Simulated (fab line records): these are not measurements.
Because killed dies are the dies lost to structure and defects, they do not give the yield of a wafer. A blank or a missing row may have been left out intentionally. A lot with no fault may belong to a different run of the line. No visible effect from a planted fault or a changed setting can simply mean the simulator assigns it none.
fab line records / flow nandHarc
record: lots: 13 wafers: 39 lastDay: 34
route steps=1302 shown A_ONON_D1@443 A_CHANNEL_HOLE_D1@469 END@1302
lots that met no fault: from a run of the same line without faults
startH: start of the lot's first displayed wafer, in hours after the record's first day / waitH: how many hours have passed since the lot's step before this one / " identical to the entry in the row above / L1.1+2: a row that stands for several wafers / - no value, or no start given / * or withheld: withheld / < > ~ a bound
route shown NAME@n: NAME is a module with steps in the file, n the number in the route of the first one / usual: mean/standard deviation of fault-free wafers / same: alike in all rows / chamber/n: place in a boat / sites: readings site by site / _std_site: how widely they spread, as a standard deviation / _edge_site: the outer-site mean with the inner-site mean subtracted / radiusMm: for every site, how far away it sits from the centre of the wafer / mask NAME#n: copy n / behind: the tool/chamber that last shaped the wafer / hold: why the lot was held/for how many hours/how that ended / device: transistor that didn't switch, given as n, p or np / end of line: the route-end tests of the same wafers / a step with no rows: only its recipe / killed: count of dies lost to structure and defects at first sort (not the wafer's yield) / map: a wafer's dies, marking killed ones x, the rest . and places with no die _
set.NAME: the setting the step ran with; set.NAME@STEP: the setting that earlier step ran with / model.NAME: the simulator's own value behind a step, which no gauge read
the route's steps for a sample of lots (tables are steps, rows are wafers)
services: the hour from which a tool's chamber was out of use, counted from the record's first day as startH (under 0 if before that day), plus the number of hours and why
== steps ==
step: NHARC_A_ONON_D1_THK_MEAS_27
recipe: thkMeasGauge: ellipsometry
usual: thkNm: 997/8.9
lot.wafer=L450.2 tool=filmMetro-01 chamber=- startH=188.43 waitH=- thkNm=1004
lot.wafer=L450.4 tool=filmMetro-01 chamber=- startH=188.43 waitH=- thkNm=1005
lot.wafer=L450.5 tool=filmMetro-01 chamber=- startH=188.43 waitH=- thkNm=1004
lot.wafer=L452.1 tool=filmMetro-02 chamber=- startH=209.62 waitH=- thkNm=1006
lot.wafer=L452.4 tool=filmMetro-02 chamber=- startH=209.62 waitH=- thkNm=1009
lot.wafer=L452.5 tool=filmMetro-02 chamber=- startH=209.62 waitH=- thkNm=1006
lot.wafer=L453.2 tool=filmMetro-01 chamber=- startH=215.78 waitH=- thkNm=997
lot.wafer=L453.3 tool=filmMetro-01 chamber=- startH=215.78 waitH=- thkNm=996
lot.wafer=L453.4 tool=filmMetro-01 chamber=- startH=215.78 waitH=- thkNm=996
lot.wafer=L455.2 tool=filmMetro-02 chamber=- startH=234.06 waitH=- thkNm=998
lot.wafer=L455.3 tool=filmMetro-02 chamber=- startH=234.06 waitH=- thkNm=999
lot.wafer=L455.4 tool=filmMetro-02 chamber=- startH=234.06 waitH=- thkNm=999
lot.wafer=L456.3 tool=filmMetro-02 chamber=- startH=246.63 waitH=- thkNm=990
lot.wafer=L456.5 tool=filmMetro-02 chamber=- startH=246.63 waitH=- thkNm=991
lot.wafer=L456.6 tool=filmMetro-02 chamber=- startH=246.63 waitH=- thkNm=988
lot.wafer=L457.1 tool=filmMetro-01 chamber=- startH=257.01 waitH=- thkNm=1008
lot.wafer=L457.4 tool=filmMetro-01 chamber=- startH=257.01 waitH=- thkNm=1007
lot.wafer=L457.6 tool=filmMetro-01 chamber=- startH=257.01 waitH=- thkNm=1007
lot.wafer=L458.3 tool=filmMetro-01 chamber=- startH=274.33 waitH=- thkNm=1008
lot.wafer=L458.4 tool=filmMetro-01 chamber=- startH=274.33 waitH=- thkNm=1007
lot.wafer=L458.6 tool=filmMetro-01 chamber=- startH=274.33 waitH=- thkNm=1008
lot.wafer=L460.1 tool=filmMetro-01 chamber=- startH=279.68 waitH=- thkNm=992
lot.wafer=L460.4 tool=filmMetro-01 chamber=- startH=279.68 waitH=- thkNm=994
lot.wafer=L460.5 tool=filmMetro-01 chamber=- startH=279.68 waitH=- thkNm=992
lot.wafer=L459.1 tool=filmMetro-02 chamber=- startH=279.68 waitH=- thkNm=976
lot.wafer=L459.2 tool=filmMetro-02 chamber=- startH=279.68 waitH=- thkNm=977
lot.wafer=L459.6 tool=filmMetro-02 chamber=- startH=279.68 waitH=- thkNm=977
lot.wafer=L462.1 tool=filmMetro-01 chamber=- startH=303.31 waitH=- thkNm=988
lot.wafer=L462.5 tool=filmMetro-01 chamber=- startH=303.31 waitH=- thkNm=986
lot.wafer=L462.6 tool=filmMetro-01 chamber=- startH=303.31 waitH=- thkNm=986
lot.wafer=L464.1 tool=filmMetro-02 chamber=- startH=324.63 waitH=- thkNm=999
lot.wafer=L464.3 tool=filmMetro-02 chamber=- startH=324.63 waitH=- thkNm=1000
lot.wafer=L464.6 tool=filmMetro-02 chamber=- startH=324.63 waitH=- thkNm=998
lot.wafer=L465.2 tool=filmMetro-01 chamber=- startH=336.70 waitH=- thkNm=989
lot.wafer=L465.5 tool=filmMetro-01 chamber=- startH=336.70 waitH=- thkNm=993
lot.wafer=L465.6 tool=filmMetro-01 chamber=- startH=336.70 waitH=- thkNm=992
lot.wafer=L472.1 tool=filmMetro-01 chamber=- startH=410.65 waitH=- thkNm=993
lot.wafer=L472.4 tool=filmMetro-01 chamber=- startH=410.65 waitH=- thkNm=991
lot.wafer=L472.5 tool=filmMetro-01 chamber=- startH=410.65 waitH=- thkNm=991
step: NHARC_A_ONON_D1_INSPECT_32
usual: rawDefectCount: 74/29
lot.wafer=L450.2 tool=defectInspect-02 chamber=- startH=189.73 waitH=0.0 rawDefectCount=78
lot.wafer=L450.4 tool=defectInspect-02 chamber=- startH=189.73 waitH=0.0 rawDefectCount=81
lot.wafer=L450.5 tool=defectInspect-02 chamber=- startH=189.73 waitH=0.0 rawDefectCount=49
lot.wafer=L452.1 tool=defectInspect-01 chamber=- startH=210.79 waitH=0.0 rawDefectCount=57
lot.wafer=L452.4 tool=defectInspect-01 chamber=- startH=210.79 waitH=0.0 rawDefectCount=47
lot.wafer=L452.5 tool=defectInspect-01 chamber=- startH=210.79 waitH=0.0 rawDefectCount=47
lot.wafer=L453.2 tool=defectInspect-02 chamber=- startH=216.90 waitH=0.0 rawDefectCount=64
lot.wafer=L453.3 tool=defectInspect-02 chamber=- startH=216.90 waitH=0.0 rawDefectCount=62
lot.wafer=L453.4 tool=defectInspect-02 chamber=- startH=216.90 waitH=0.0 rawDefectCount=80
lot.wafer=L455.2 tool=defectInspect-02 chamber=- startH=235.16 waitH=0.0 rawDefectCount=36
lot.wafer=L455.3 tool=defectInspect-02 chamber=- startH=235.16 waitH=0.0 rawDefectCount=107
lot.wafer=L455.4 tool=defectInspect-02 chamber=- startH=235.16 waitH=0.0 rawDefectCount=67
lot.wafer=L456.3 tool=defectInspect-02 chamber=- startH=247.88 waitH=0.0 rawDefectCount=58
lot.wafer=L456.5 tool=defectInspect-02 chamber=- startH=247.88 waitH=0.0 rawDefectCount=36
lot.wafer=L456.6 tool=defectInspect-02 chamber=- startH=247.88 waitH=0.0 rawDefectCount=55
lot.wafer=L457.1 tool=defectInspect-01 chamber=- startH=258.12 waitH=0.0 rawDefectCount=72
lot.wafer=L457.4 tool=defectInspect-01 chamber=- startH=258.12 waitH=0.0 rawDefectCount=85
lot.wafer=L457.6 tool=defectInspect-01 chamber=- startH=258.12 waitH=0.0 rawDefectCount=98
lot.wafer=L458.3 tool=defectInspect-02 chamber=- startH=275.44 waitH=0.0 rawDefectCount=71
lot.wafer=L458.4 tool=defectInspect-02 chamber=- startH=275.44 waitH=0.0 rawDefectCount=64
lot.wafer=L458.6 tool=defectInspect-02 chamber=- startH=275.44 waitH=0.0 rawDefectCount=55
lot.wafer=L460.1 tool=defectInspect-02 chamber=- startH=280.79 waitH=0.0 rawDefectCount=98
lot.wafer=L460.4 tool=defectInspect-02 chamber=- startH=280.79 waitH=0.0 rawDefectCount=56
lot.wafer=L460.5 tool=defectInspect-02 chamber=- startH=280.79 waitH=0.0 rawDefectCount=104
lot.wafer=L459.1 tool=defectInspect-01 chamber=- startH=280.81 waitH=0.0 rawDefectCount=135
lot.wafer=L459.2 tool=defectInspect-01 chamber=- startH=280.81 waitH=0.0 rawDefectCount=185
lot.wafer=L459.6 tool=defectInspect-01 chamber=- startH=280.81 waitH=0.0 rawDefectCount=90
lot.wafer=L462.1 tool=defectInspect-02 chamber=- startH=304.41 waitH=0.0 rawDefectCount=92
lot.wafer=L462.5 tool=defectInspect-02 chamber=- startH=304.41 waitH=0.0 rawDefectCount=53
lot.wafer=L462.6 tool=defectInspect-02 chamber=- startH=304.41 waitH=0.0 rawDefectCount=119
lot.wafer=L464.1 tool=defectInspect-02 chamber=- startH=325.89 waitH=0.0 rawDefectCount=96
lot.wafer=L464.3 tool=defectInspect-02 chamber=- startH=325.89 waitH=0.0 rawDefectCount=89
lot.wafer=L464.6 tool=defectInspect-02 chamber=- startH=325.89 waitH=0.0 rawDefectCount=87
lot.wafer=L465.2 tool=defectInspect-02 chamber=- startH=337.81 waitH=0.0 rawDefectCount=47
lot.wafer=L465.5 tool=defectInspect-02 chamber=- startH=337.81 waitH=0.0 rawDefectCount=72
lot.wafer=L465.6 tool=defectInspect-02 chamber=- startH=337.81 waitH=0.0 rawDefectCount=66
lot.wafer=L472.1 tool=defectInspect-02 chamber=- startH=411.77 waitH=0.0 rawDefectCount=58
lot.wafer=L472.4 tool=defectInspect-02 chamber=- startH=411.77 waitH=0.0 rawDefectCount=38
lot.wafer=L472.5 tool=defectInspect-02 chamber=- startH=411.77 waitH=0.0 rawDefectCount=27
step: NHARC_A_CHANNEL_HOLE_D1_ETCH_16
recipe: targetDepthA: 31000 overEtchFrac: 0.3 timeS: 806 ionEnergyEv: 150 o2FlowSccm: 400 cosFlowSccm: 20 arFlowSccm: 0 rfW: 500 biasW: 300 chemistry: O2/COS
usual: drypumpMotorCurrentA: 5.6/0.41 o2FlowSccm: 400.2/1.3 oesProductAu: 1.003/0.015 rfVppV: 313.9/2.1 showerheadPlenumPTorr: 3.11/0.13 throttleValvePct: 28.328/0.0096
lot.wafer=L450.2 tool=rieDiel-01 chamber=3 startH=200.17 waitH=- drypumpMotorCurrentA=5.4 o2FlowSccm=400.2 oesProductAu=0.995 rfHoursCounterH=15 rfVppV=317.0 showerheadPlenumPTorr=3.30 throttleValvePct=28.327
lot.wafer=L450.4 tool=rieDiel-01 chamber=0 startH=200.17 waitH=- drypumpMotorCurrentA=6.3 o2FlowSccm=399.2 oesProductAu=1.010 rfHoursCounterH=15 rfVppV=313.9 showerheadPlenumPTorr=3.03 throttleValvePct=28.328
lot.wafer=L450.5 tool=rieDiel-01 chamber=2 startH=200.17 waitH=- drypumpMotorCurrentA=5.3 o2FlowSccm=399.5 oesProductAu=0.993 rfHoursCounterH=- rfVppV=313.1 showerheadPlenumPTorr=2.97 throttleValvePct=28.325
lot.wafer=L452.4 tool=rieDiel-01 chamber=2 startH=214.20 waitH=- drypumpMotorCurrentA=5.3 o2FlowSccm=401.9 oesProductAu=0.984 rfHoursCounterH=0 rfVppV=311.3 showerheadPlenumPTorr=2.97 throttleValvePct=28.334
lot.wafer=L452.1 tool=rieDiel-01 chamber=3 startH=214.20 waitH=- drypumpMotorCurrentA=5.4 o2FlowSccm=403.1 oesProductAu=1.010 rfHoursCounterH=0 rfVppV=317.7 showerheadPlenumPTorr=3.30 throttleValvePct=28.331
lot.wafer=L452.5 tool=rieDiel-01 chamber=2 startH=214.20 waitH=- drypumpMotorCurrentA=5.3 o2FlowSccm=400.5 oesProductAu=0.990 rfHoursCounterH=- rfVppV=313.0 showerheadPlenumPTorr=2.97 throttleValvePct=28.324
lot.wafer=L453.2 tool=rieDiel-01 chamber=2 startH=220.33 waitH=- drypumpMotorCurrentA=5.3 o2FlowSccm=399.3 oesProductAu=0.993 rfHoursCounterH=1 rfVppV=311.3 showerheadPlenumPTorr=2.97 throttleValvePct=28.341
lot.wafer=L453.3 tool=rieDiel-01 chamber=3 startH=220.33 waitH=- drypumpMotorCurrentA=5.4 o2FlowSccm=401.2 oesProductAu=1.001 rfHoursCounterH=1 rfVppV=316.1 showerheadPlenumPTorr=3.30 throttleValvePct=28.324
lot.wafer=L453.4 tool=rieDiel-01 chamber=1 startH=220.33 waitH=- drypumpMotorCurrentA=5.6 o2FlowSccm=398.9 oesProductAu=0.992 rfHoursCounterH=1 rfVppV=314.5 showerheadPlenumPTorr=3.14 throttleValvePct=28.316
lot.wafer=L455.3 tool=rieDiel-01 chamber=3 startH=238.58 waitH=- drypumpMotorCurrentA=5.4 o2FlowSccm=399.5 oesProductAu=1.021 rfHoursCounterH=3 rfVppV=316.1 showerheadPlenumPTorr=3.30 throttleValvePct=28.341
lot.wafer=L455.4 tool=rieDiel-01 chamber=0 startH=238.58 waitH=- drypumpMotorCurrentA=6.3 o2FlowSccm=400.1 oesProductAu=1.020 rfHoursCounterH=3 rfVppV=312.9 showerheadPlenumPTorr=3.03 throttleValvePct=28.308
lot.wafer=L455.2 tool=rieDiel-01 chamber=1 startH=238.58 waitH=- drypumpMotorCurrentA=5.5 o2FlowSccm=402.9 oesProductAu=0.993 rfHoursCounterH=2 rfVppV=313.5 showerheadPlenumPTorr=3.14 throttleValvePct=28.333
lot.wafer=L456.3 tool=rieDiel-01 chamber=3 startH=258.16 waitH=- drypumpMotorCurrentA=5.3 o2FlowSccm=400.9 oesProductAu=1.016 rfHoursCounterH=4 rfVppV=316.4 showerheadPlenumPTorr=3.30 throttleValvePct=28.340
lot.wafer=L456.6 tool=rieDiel-01 chamber=2 startH=258.16 waitH=- drypumpMotorCurrentA=5.3 o2FlowSccm=397.6 oesProductAu=0.987 rfHoursCounterH=- rfVppV=311.2 showerheadPlenumPTorr=2.97 throttleValvePct=28.328
lot.wafer=L456.5 tool=rieDiel-01 chamber=3 startH=258.16 waitH=- drypumpMotorCurrentA=5.3 o2FlowSccm=401.7 oesProductAu=1.015 rfHoursCounterH=- rfVppV=316.1 showerheadPlenumPTorr=3.30 throttleValvePct=28.325
lot.wafer=L457.4 tool=rieDiel-01 chamber=0 startH=266.39 waitH=- drypumpMotorCurrentA=6.3 o2FlowSccm=401.5 oesProductAu=1.032 rfHoursCounterH=5 rfVppV=311.9 showerheadPlenumPTorr=3.02 throttleValvePct=28.320
lot.wafer=L457.1 tool=rieDiel-01 chamber=1 startH=266.39 waitH=- drypumpMotorCurrentA=5.6 o2FlowSccm=398.1 oesProductAu=0.994 rfHoursCounterH=4 rfVppV=314.3 showerheadPlenumPTorr=3.14 throttleValvePct=28.326
lot.wafer=L457.6 tool=rieDiel-01 chamber=0 startH=266.39 waitH=- drypumpMotorCurrentA=6.3 o2FlowSccm=401.0 oesProductAu=1.022 rfHoursCounterH=- rfVppV=313.1 showerheadPlenumPTorr=3.02 throttleValvePct=28.325
lot.wafer=L458.4 tool=rieDiel-01 chamber=2 startH=278.86 waitH=- drypumpMotorCurrentA=5.3 o2FlowSccm=400.4 oesProductAu=0.992 rfHoursCounterH=6 rfVppV=312.4 showerheadPlenumPTorr=2.97 throttleValvePct=28.346
lot.wafer=L458.3 tool=rieDiel-01 chamber=3 startH=278.86 waitH=- drypumpMotorCurrentA=5.3 o2FlowSccm=399.6 oesProductAu=1.022 rfHoursCounterH=7 rfVppV=316.6 showerheadPlenumPTorr=3.30 throttleValvePct=28.309
lot.wafer=L458.6 tool=rieDiel-01 chamber=2 startH=278.86 waitH=- drypumpMotorCurrentA=5.3 o2FlowSccm=402.4 oesProductAu=0.995 rfHoursCounterH=- rfVppV=312.1 showerheadPlenumPTorr=2.97 throttleValvePct=28.323
lot.wafer=L459.1 tool=rieDiel-01 chamber=0 startH=284.20 waitH=- drypumpMotorCurrentA=6.3 o2FlowSccm=398.6 oesProductAu=1.027 rfHoursCounterH=7 rfVppV=312.1 showerheadPlenumPTorr=3.02 throttleValvePct=28.340
lot.wafer=L459.2 tool=rieDiel-01 chamber=3 startH=284.20 waitH=- drypumpMotorCurrentA=5.3 o2FlowSccm=399.5 oesProductAu=1.014 rfHoursCounterH=8 rfVppV=315.4 showerheadPlenumPTorr=3.30 throttleValvePct=28.338
lot.wafer=L459.6 tool=rieDiel-01 chamber=0 startH=284.20 waitH=- drypumpMotorCurrentA=6.3 o2FlowSccm=400.4 oesProductAu=1.028 rfHoursCounterH=- rfVppV=313.1 showerheadPlenumPTorr=3.02 throttleValvePct=28.300
lot.wafer=L460.4 tool=rieDiel-08 chamber=0 startH=284.80 waitH=- drypumpMotorCurrentA=5.8 o2FlowSccm=400.8 oesProductAu=1.036 rfHoursCounterH=27 rfVppV=311.3 showerheadPlenumPTorr=2.93 throttleValvePct=28.342
lot.wafer=L460.1 tool=rieDiel-08 chamber=2 startH=284.80 waitH=- drypumpMotorCurrentA=5.9 o2FlowSccm=398.8 oesProductAu=0.995 rfHoursCounterH=30 rfVppV=314.6 showerheadPlenumPTorr=3.22 throttleValvePct=28.320
lot.wafer=L460.5 tool=rieDiel-08 chamber=0 startH=284.80 waitH=- drypumpMotorCurrentA=5.8 o2FlowSccm=400.5 oesProductAu=1.032 rfHoursCounterH=- rfVppV=308.7 showerheadPlenumPTorr=2.93 throttleValvePct=28.333
lot.wafer=L462.1 tool=rieDiel-07 chamber=2 startH=308.02 waitH=- drypumpMotorCurrentA=5.9 o2FlowSccm=399.0 oesProductAu=1.006 rfHoursCounterH=1 rfVppV=313.2 showerheadPlenumPTorr=3.12 throttleValvePct=28.344
lot.wafer=L462.6 tool=rieDiel-07 chamber=3 startH=308.02 waitH=- drypumpMotorCurrentA=4.9 o2FlowSccm=400.3 oesProductAu=0.989 rfHoursCounterH=- rfVppV=311.8 showerheadPlenumPTorr=3.00 throttleValvePct=28.321
lot.wafer=L462.5 tool=rieDiel-07 chamber=0 startH=308.02 waitH=- drypumpMotorCurrentA=5.9 o2FlowSccm=400.2 oesProductAu=0.996 rfHoursCounterH=- rfVppV=313.0 showerheadPlenumPTorr=3.10 throttleValvePct=28.326
lot.wafer=L464.3 tool=rieDiel-01 chamber=0 startH=331.06 waitH=- drypumpMotorCurrentA=6.3 o2FlowSccm=400.2 oesProductAu=0.825 rfHoursCounterH=10 rfVppV=313.2 showerheadPlenumPTorr=3.02 throttleValvePct=28.347
lot.wafer=L464.1 tool=rieDiel-01 chamber=2 startH=331.06 waitH=- drypumpMotorCurrentA=5.3 o2FlowSccm=399.4 oesProductAu=0.980 rfHoursCounterH=10 rfVppV=312.6 showerheadPlenumPTorr=2.97 throttleValvePct=28.342
lot.wafer=L464.6 tool=rieDiel-01 chamber=0 startH=331.06 waitH=- drypumpMotorCurrentA=6.3 o2FlowSccm=398.1 oesProductAu=0.833 rfHoursCounterH=- rfVppV=312.6 showerheadPlenumPTorr=3.02 throttleValvePct=28.325
lot.wafer=L465.2 tool=rieDiel-01 chamber=3 startH=345.27 waitH=- drypumpMotorCurrentA=5.3 o2FlowSccm=400.9 oesProductAu=1.017 rfHoursCounterH=12 rfVppV=318.8 showerheadPlenumPTorr=3.30 throttleValvePct=28.327
lot.wafer=L465.5 tool=rieDiel-01 chamber=0 startH=345.27 waitH=- drypumpMotorCurrentA=6.3 o2FlowSccm=402.1 oesProductAu=0.819 rfHoursCounterH=- rfVppV=312.5 showerheadPlenumPTorr=3.02 throttleValvePct=28.335
lot.wafer=L465.6 tool=rieDiel-01 chamber=1 startH=345.27 waitH=- drypumpMotorCurrentA=5.5 o2FlowSccm=400.9 oesProductAu=0.988 rfHoursCounterH=- rfVppV=314.1 showerheadPlenumPTorr=3.14 throttleValvePct=28.335
lot.wafer=L472.1 tool=rieDiel-07 chamber=3 startH=415.06 waitH=- drypumpMotorCurrentA=4.9 o2FlowSccm=399.6 oesProductAu=0.992 rfHoursCounterH=40 rfVppV=313.1 showerheadPlenumPTorr=2.98 throttleValvePct=28.313
lot.wafer=L472.4 tool=rieDiel-07 chamber=1 startH=415.06 waitH=- drypumpMotorCurrentA=6.3 o2FlowSccm=402.1 oesProductAu=1.005 rfHoursCounterH=38 rfVppV=312.2 showerheadPlenumPTorr=3.00 throttleValvePct=28.323
lot.wafer=L472.5 tool=rieDiel-07 chamber=3 startH=415.06 waitH=- drypumpMotorCurrentA=4.9 o2FlowSccm=400.7 oesProductAu=1.004 rfHoursCounterH=- rfVppV=310.7 showerheadPlenumPTorr=2.98 throttleValvePct=28.332
step: NHARC_A_CHANNEL_HOLE_D1_CD_MEAS_18
usual: cdNm: 101/3.7
lot.wafer=L450.2 tool=cdSem-03 chamber=- startH=200.69 waitH=- cdNm=96
lot.wafer=L450.4 tool=cdSem-03 chamber=- startH=200.69 waitH=- cdNm=103
lot.wafer=L450.5 tool=cdSem-03 chamber=- startH=200.69 waitH=- cdNm=104
lot.wafer=L452.1 tool=cdSem-03 chamber=- startH=214.79 waitH=- cdNm=100
lot.wafer=L452.4 tool=cdSem-03 chamber=- startH=214.79 waitH=- cdNm=99
lot.wafer=L452.5 tool=cdSem-03 chamber=- startH=214.79 waitH=- cdNm=97
lot.wafer=L453.2 tool=cdSem-02 chamber=- startH=220.91 waitH=- cdNm=105
lot.wafer=L453.3 tool=cdSem-02 chamber=- startH=220.91 waitH=- cdNm=97
lot.wafer=L453.4 tool=cdSem-02 chamber=- startH=220.91 waitH=- cdNm=107
lot.wafer=L455.2 tool=cdSem-03 chamber=- startH=239.16 waitH=- cdNm=106
lot.wafer=L455.3 tool=cdSem-03 chamber=- startH=239.16 waitH=- cdNm=99
lot.wafer=L455.4 tool=cdSem-03 chamber=- startH=239.16 waitH=- cdNm=100
lot.wafer=L456.3 tool=cdSem-02 chamber=- startH=258.68 waitH=- cdNm=98
lot.wafer=L456.5 tool=cdSem-02 chamber=- startH=258.68 waitH=- cdNm=98
lot.wafer=L456.6 tool=cdSem-02 chamber=- startH=258.68 waitH=- cdNm=99
lot.wafer=L457.1 tool=cdSem-02 chamber=- startH=266.92 waitH=- cdNm=105
lot.wafer=L457.4 tool=cdSem-02 chamber=- startH=266.92 waitH=- cdNm=103
lot.wafer=L457.6 tool=cdSem-02 chamber=- startH=266.92 waitH=- cdNm=103
lot.wafer=L458.3 tool=cdSem-03 chamber=- startH=279.45 waitH=- cdNm=101
lot.wafer=L458.4 tool=cdSem-03 chamber=- startH=279.45 waitH=- cdNm=97
lot.wafer=L458.6 tool=cdSem-03 chamber=- startH=279.45 waitH=- cdNm=97
lot.wafer=L459.1 tool=cdSem-02 chamber=- startH=284.77 waitH=- cdNm=101
lot.wafer=L459.2 tool=cdSem-02 chamber=- startH=284.77 waitH=- cdNm=91
lot.wafer=L459.6 tool=cdSem-02 chamber=- startH=284.77 waitH=- cdNm=100
lot.wafer=L460.1 tool=cdSem-01 chamber=- startH=285.39 waitH=- cdNm=100
lot.wafer=L460.4 tool=cdSem-01 chamber=- startH=285.39 waitH=- cdNm=104
lot.wafer=L460.5 tool=cdSem-01 chamber=- startH=285.39 waitH=- cdNm=105
lot.wafer=L462.1 tool=cdSem-01 chamber=- startH=308.43 waitH=- cdNm=97
lot.wafer=L462.5 tool=cdSem-01 chamber=- startH=308.43 waitH=- cdNm=100
lot.wafer=L462.6 tool=cdSem-01 chamber=- startH=308.43 waitH=- cdNm=101
lot.wafer=L464.1 tool=cdSem-01 chamber=- startH=331.58 waitH=- cdNm=103
lot.wafer=L464.3 tool=cdSem-01 chamber=- startH=331.58 waitH=- cdNm=101
lot.wafer=L464.6 tool=cdSem-01 chamber=- startH=331.58 waitH=- cdNm=101
lot.wafer=L465.2 tool=cdSem-01 chamber=- startH=345.67 waitH=- cdNm=99
lot.wafer=L465.5 tool=cdSem-01 chamber=- startH=345.67 waitH=- cdNm=101
lot.wafer=L465.6 tool=cdSem-01 chamber=- startH=345.67 waitH=- cdNm=105
lot.wafer=L472.1 tool=cdSem-03 chamber=- startH=415.64 waitH=- cdNm=102
lot.wafer=L472.4 tool=cdSem-03 chamber=- startH=415.64 waitH=- cdNm=99
lot.wafer=L472.5 tool=cdSem-03 chamber=- startH=415.64 waitH=- cdNm=96
step: NHARC_END_SORT_01
recipe: tempC: 25
usual: killedAtArray: 56/17 killedAtOther: 1.2/1.4 killedAtPeriphery: 4/3.2 killedDies: 61/16 killedOpen: 3.6/2.1 killedShort: 2.7/1.8
same: grossDies: 677
lot.wafer=L464.1 tool=prober-01 chamber=0 startH=714.32 waitH=2.5 killedAtArray=46 killedAtOther=2 killedAtPeriphery=3 killedDies=51 killedOpen=1 killedShort=3
lot.wafer=L464.3 tool=prober-01 chamber=0 startH=715.93 waitH=3.1 killedAtArray=674 killedAtOther=2 killedAtPeriphery=1 killedDies=677 killedOpen=4 killedShort=2
lot.wafer=L464.6 tool=prober-01 chamber=0 startH=718.33 waitH=4.0 killedAtArray=675 killedAtOther=0 killedAtPeriphery=2 killedDies=677 killedOpen=7 killedShort=1
lot.wafer=L465.2 tool=prober-02 chamber=0 startH=722.42 waitH=2.8 killedAtArray=69 killedAtOther=5 killedAtPeriphery=1 killedDies=75 killedOpen=0 killedShort=0
lot.wafer=L465.5 tool=prober-02 chamber=0 startH=724.80 waitH=3.7 killedAtArray=670 killedAtOther=3 killedAtPeriphery=4 killedDies=677 killedOpen=2 killedShort=2
lot.wafer=L465.6 tool=prober-02 chamber=0 startH=725.59 waitH=4.0 killedAtArray=81 killedAtOther=1 killedAtPeriphery=2 killedDies=84 killedOpen=4 killedShort=2
killed by level:class
L464.1 A_SLIT:chamberFilmFlake=27 A_CHANNEL_HOLE_D1:chamberFilmFlake=8 A_CONTACT:chamberFilmFlake=4 P_GATE:chamberFilmFlake=2 A_SGD_CUT:chamberFilmFlake=2 P_M0:geometricParticle:short=1 A_DECK1_JOINT:geometricParticle:short=1 A_CHANNEL_FILL_D2:geometricParticle:open=1
L464.3 A_CHANNEL_HOLE_D1:areaEtch=617 A_SLIT:chamberFilmFlake=31 A_CONTACT:chamberFilmFlake=9 A_CHANNEL_HOLE_D1:chamberFilmFlake=6 A_CHANNEL_FILL_D1:geometricParticle:open=2 A_BLC:geometricParticle:open=2 A_CHANNEL_HOLE_D2:chamberFilmFlake=2 THIN_TSV:chamberFilmFlake=2
L464.6 A_CHANNEL_HOLE_D1:areaEtch=627 A_SLIT:chamberFilmFlake=26 A_CHANNEL_HOLE_D1:chamberFilmFlake=8 A_CONTACT:chamberFilmFlake=6 P_M1:geometricParticle:open=2 A_ONON_D1:geometricParticle:open=1 A_CHANNEL_FILL_D1:geometricParticle:open=1 A_ONON_D2:geometricParticle:open=1
L465.2 A_CHANNEL_HOLE_D1:chamberFilmFlake=34 A_SLIT:chamberFilmFlake=31 THIN_TSV:chamberFilmFlake=5 A_STAIRCASE:chamberFilmFlake=2 P_M0:chamberFilmFlake=1 A_ZERO_WELL:chamberFilmFlake=1 A_CONTACT:chamberFilmFlake=1
L465.5 A_CHANNEL_HOLE_D1:areaEtch=604 A_SLIT:chamberFilmFlake=31 A_CHANNEL_HOLE_D1:chamberFilmFlake=23 A_STAIRCASE:chamberFilmFlake=6 P_M0:chamberFilmFlake=3 THIN_TSV:chamberFilmFlake=3 A_CHANNEL_FILL_D2:geometricParticle:short=2 A_ONON_D1:geometricParticle:open=1
L465.6 A_CHANNEL_HOLE_D1:chamberFilmFlake=36 A_SLIT:chamberFilmFlake=36 A_STAIRCASE:chamberFilmFlake=3 A_CHANNEL_HOLE_D2:geometricParticle:open=2 P_CONTACT:geometricParticle:open=1 A_ONON_D2:geometricParticle:open=1 A_CHANNEL_HOLE_D2:geometricParticle:short=1 A_WL_FILL:geometricParticle:short=1
== services ==
tool=rieDiel-01 chamber=0 startH=182.95 hours=- kind=clean
tool=rieDiel-01 chamber=1 startH=182.95 hours=- kind=clean
tool=rieDiel-01 chamber=2 startH=182.95 hours=- kind=clean
tool=rieDiel-01 chamber=3 startH=182.95 hours=- kind=clean
tool=rieDiel-08 chamber=- startH=190.88 hours=9.0 kind=pm
tool=rieDiel-07 chamber=3 startH=202.03 hours=9.6 kind=repair
tool=rieDiel-01 chamber=- startH=203.81 hours=9.0 kind=pm
tool=rieDiel-01 chamber=0 startH=203.81 hours=9.0 kind=ventCycle
tool=rieDiel-01 chamber=1 startH=203.81 hours=9.0 kind=ventCycle
tool=rieDiel-01 chamber=2 startH=203.81 hours=9.0 kind=ventCycle
tool=rieDiel-01 chamber=3 startH=203.81 hours=9.0 kind=ventCycle
tool=rieDiel-01 chamber=0 startH=212.81 hours=- kind=clean
tool=rieDiel-01 chamber=1 startH=212.81 hours=- kind=clean
tool=rieDiel-01 chamber=2 startH=212.81 hours=- kind=clean
tool=rieDiel-01 chamber=2 startH=230.95 hours=4.5 kind=repair
tool=rieDiel-07 chamber=1 startH=263.08 hours=1.3 kind=repair
tool=rieDiel-07 chamber=- startH=294.28 hours=9.0 kind=pm
tool=rieDiel-08 chamber=2 startH=342.26 hours=1.4 kind=repair
tool=rieDiel-07 chamber=3 startH=347.17 hours=4.9 kind=repair
tool=rieDiel-01 chamber=1 startH=362.21 hours=11.3 kind=repair
tool=rieDiel-01 chamber=0 startH=365.42 hours=132.0 kind=repair
tool=rieDiel-08 chamber=- startH=367.88 hours=9.0 kind=pm
tool=rieDiel-01 chamber=- startH=380.81 hours=9.0 kind=pm
tool=rieDiel-07 chamber=0 startH=385.23 hours=18.2 kind=repair
== key ==
firstSign: step: NHARC_A_CHANNEL_HOLE_D1_ETCH_16 reading: oesProductAu direction: down sigmas: 12 usual: 1.003 struck: 0.826
effect: step: NHARC_END_SORT_01 reading: killedDies direction: up sigmas: 37 usual: 61 struck: 677
moreKillsBornAt: NHARC_A_CHANNEL_HOLE_D1_ETCH_16@rieDiel-01: 1848
metAt NHARC_A_CHANNEL_HOLE_D1_ETCH_16
struckLots L464,L465
struckWafers L464.3,L464.6,L465.5
laterRowsLeftOut L464.3,L464.6,L465.5
testerLeftOut L464,L465
notActingAt NHARC_A_ONON_D1_THK_MEAS_27,NHARC_A_ONON_D1_INSPECT_32,NHARC_A_CHANNEL_HOLE_D1_CD_MEAS_18
onsetBetween 284.20 331.06
fault: kind: processParameterDrift tool: rieDiel-01 chamber: 0 onsetH: 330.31 steps: NHARC_A_CHANNEL_HOLE_D1_ETCH_16 channel: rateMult offset: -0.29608 shape: step endH: 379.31
testerLeftOut: of these lots the tester's yield and bins aren't shown, on N5 and GAA mostly nor the transistor test; their killed dies are dies lost to structure and defects alone, not to doping, threshold or leakage, so they don't give the yield
laterRowsLeftOut: the simulator's readings of these wafers behind a module that went badly wrong aren't trusted and aren't shown, but for the sort
